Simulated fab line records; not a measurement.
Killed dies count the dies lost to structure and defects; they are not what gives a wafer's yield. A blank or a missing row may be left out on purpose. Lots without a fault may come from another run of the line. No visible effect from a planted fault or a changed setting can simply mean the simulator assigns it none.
A lot that was struck, set against a sound lot | flow nand harc | 17 out of 1159 route steps
Sound: these wafers, L612.4, L612.5, L612.6. Struck: wafers L617.1, L617.3, L617.5. At the end, the cause is stated.
For every step that has rows: the tool of each side, followed by ch and its chambers, followed by its first start. Under that, the readings that differ: sound wafers | struck wafers | difference of the means | sigmas: that difference in standard deviations of wafers without a fault.
alike: same words and numbers on both sides, and readings whose means sit less than 2 such deviations apart. not compared: any withheld reading, any reading some wafer has no value for, any bound like >300 that may hide the same value, and any number with overlapping values for which the record gives no deviation.
A row with sigmas, a row that says differs or no value, or rows on one side alone: a step with any of these is where the two part. Numbers that have no deviation but don't overlap get no sigmas and don't part them. Lack of a reading on every wafer of one side parts them only where that side has two or more wafers.

NHARC_A_M1_INSPECT_11:
  sound on defect inspect-01, day 17 13:04; struck on defect inspect-02, day 19 00:57
  alike: raw defect count
then, 2 steps without rows for these wafers: NHARC_A_M1_DESCUM_14 (chemistry O2, time 3 s); NHARC_A_M1_ETCH_35 (etches the open film in N2/H2, target depth 40 nm, overetch 12 nm, time 43.94 s).
NHARC_A_M1_ETCH_15: etches the open film in C4F8/Ar, target depth 182.5 nm, time 91.2 s.
  sound: rie diel-13 ch 1,2; struck: rie diel-04 ch 0,1
  alike: bias w, oes product au, rf vpp V
  not compared: rf hours counter h
NHARC_A_M1_CD_MEAS_16:
  sound on cd sem-02, day 17 13:26; struck on cd sem-03, day 19 01:19
  alike: cd nm
NHARC_A_M1_STRIP_18: strips in N2/H2.
  sound on rie diel-04 ch 2,3, day 17 13:31; struck on rie diel-04 ch 0,1,3, day 19 01:25
  alike: drypump motor current A, oes product au, rf vpp V, showerhead plenum p Torr, throttle valve pct
  not compared: rf hours counter h
NHARC_A_M1_ETCH_28: etches the open film in CF4/N2, target depth 30 nm, time 72.99 s.
  sound: rie diel-04 ch 1,2,3; struck: rie diel-04 ch 0,1
  alike: bias w, drypump motor current A, oes product au, rf vpp V, showerhead plenum p Torr, throttle valve pct
  not compared: rf hours counter h
then, 2 steps without rows for these wafers: NHARC_A_M1_STRIP_19 (strips in post etch residue remover, time 600 s); NHARC_A_M1_DEGAS_29 (time 60 s).
NHARC_A_M1_PRE_CLEAN_30: time 30 s.
  sound on pvd sputter-03; struck on pvd sputter-02
  alike: heater power w
then, 1 step without rows for these wafers: NHARC_A_M1_PVD_20 (deposits TaN, target thk 5 nm, time 8.06 s).
NHARC_A_M1_PVD_21: deposits Cu, target thk 30 nm, time 20.49 s.
  sound on pvd sputter-03; struck on pvd sputter-02
  alike: throttle valve pct
NHARC_A_M1_ECD_22: material Cu, target thk 400 nm.
  sound on ecd cu-01 ch 0,1, day 17 14:36; struck on ecd cu-01 ch 0,1, day 19 02:31
  no value came back on the struck wafers for bath heat duty pct (%), bath temp c (C); on the sound wafers bath heat duty pct (%) reads 5.9 5.9 4.6
then, 1 step without rows for these wafers: NHARC_A_M1_ANNEAL_31 (time 90 s).
NHARC_A_M1_CMP_23: polishes, t overpolish 20 s, target thk 154.34 nm.
  sound on cmp-04 ch 1,2, day 17 15:20; struck on cmp-04 ch 0,2, day 19 03:15
  reading                | sound    | struck | difference | sigmas
  time to endpoint s (s) | 31 32 30 | 7 9 6  | -24        | -8
  alike: edge zone pressure frac, motor current A, slurry filter dp kPa
NHARC_A_M1_THK_MEAS_24: measures by xrf.
  sound on film metro-01, day 17 15:39; struck on film metro-01, day 19 03:34
  reading     | sound             | struck         | difference | sigmas
  thk nm (nm) | 154.0 157.3 154.9 | 29.9 30.0 30.9 | -125.1     | -83
then, 1 step without rows for these wafers: NHARC_A_M1_SRD_25.

WHERE THEY PART
Last at NHARC_A_M1_THK_MEAS_24 as far as this record goes, first at NHARC_A_M1_ECD_22.

WHY: whatever the simulator had introduced
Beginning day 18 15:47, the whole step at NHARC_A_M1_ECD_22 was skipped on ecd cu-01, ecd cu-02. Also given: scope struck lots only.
